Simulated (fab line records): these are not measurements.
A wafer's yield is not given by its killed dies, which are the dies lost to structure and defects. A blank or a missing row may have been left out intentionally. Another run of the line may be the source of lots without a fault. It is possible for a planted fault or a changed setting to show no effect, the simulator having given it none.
Problem report in the 8D (eight disciplines) form, filled by code	flow n5-finfet	the parts of the form that need people (team, actions taken, sign-off) are left out

1. WHAT WENT WRONG
Mean of bias-w at N5_MOL_CONTACT_COAG_VIA_ETCH_46: 514.4 W across 2 wafers in 2 lots; on wafers with no fault it is 455.0 W (standard deviation 1.4). That is +42 standard deviations from the usual mean.
The step: etches SiO2 in C4F6/O2, target depth 46 nm, overetch 9.2 nm, time 40 s.
Seen first at day 7 04:29 on rie-diel-04, wafer L542.1. The record holds 27 wafers of 9 lots with a number at this step. The rule behind "out" and "out of limits": a value lying over 4 standard deviations away from the usual mean. The other wafers with a number count as sound.

2. WHAT IT IS, WHAT IT ISN'T
question	is	is not
which readings at this step	bias-w, rf-vpp-V	C4F6_flow_sccm, drypump-motor-current-A, oes_ar_750_au, oes-product-au, showerhead-plenum-p-Torr, throttle-valve-pct
which lots	L542, L543	L535, L536, L537, L541, L554, L555, L556
which wafers of those lots	L542.1, L543.3	L542.3, L542.6, L543.4, L543.6
read on which tools	rie-diel-04	rie-diel-03, rie-diel-05
when	from day 7 04:29	up to then (14 sound wafers); but 11 sound wafers of L543, L554, L555, L556 came after

3. SUSPECTS, AND WHAT RULES EACH OUT
Counting: a tool at a process step up to the reading stays a suspect if it ran every lot that is out. Sound lots after the first of them don't rule it out here, since some wafers of a struck lot are sound.
- rie-diel-04 at N5_MOL_CONTACT_COAG_VIA_ETCH_46 (etches SiO2 in C4F6/O2, target depth 46 nm, overetch 9.2 nm, time 40 s): kept. Every lot that is out went through it, the first being L542 (day 7 04:29); the last sound lot it ran before that was L537 (day 5 20:53). On those wafers its own readings are out: bias-w, rf-vpp-V.
- Within rie-diel-04 at N5_MOL_CONTACT_COAG_VIA_ETCH_46: the wafers that are out ran in chamber 3; their sound lot-mates ran in chambers 0, 2.
Left after counting: rie-diel-04 at N5_MOL_CONTACT_COAG_VIA_ETCH_46.

4. THE CAUSE (what the simulator had put in)
rie-diel-04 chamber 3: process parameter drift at N5_MOL_CONTACT_COAG_VIA_ETCH_46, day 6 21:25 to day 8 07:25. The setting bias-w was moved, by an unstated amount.
The count eliminated every tool but this one.

5. SEQUENCE OF EFFECTS, ordered by route
Each row: a reading where the mean over the struck wafers with a number is more than 3 standard deviations away from the usual. Only readings for which the record gives a usual standard deviation are gone through. hours: the time from each lot's start at the first step in this table that gives one to its start at this step, as a median over the lots. sigmas: the change in usual standard deviations.
hours	step	reading	usual	on struck wafers	change	sigmas
0	N5_MOL_CONTACT_COAG_VIA_ETCH_46	bias-w	455.0 W	514.4	+59.4	+42
0	N5_MOL_CONTACT_COAG_VIA_ETCH_46	rf-vpp-V	1591 V	1724	+134	+4.3
Its process steps:
- N5_MOL_CONTACT_COAG_VIA_ETCH_46: etches SiO2 in C4F6/O2, target depth 46 nm, overetch 9.2 nm, time 40 s.
Later measuring or inspecting steps at which every struck wafer that the step has a row for has a number for every such reading, and none has moved that far: N5_BEOL_M4_RC_MEAS_101.

6. HOW IT WOULD HAVE BEEN CAUGHT EARLIER
First out-of-limits reading in this record: day 7 04:29, which is 7 hours after fault onset at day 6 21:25.
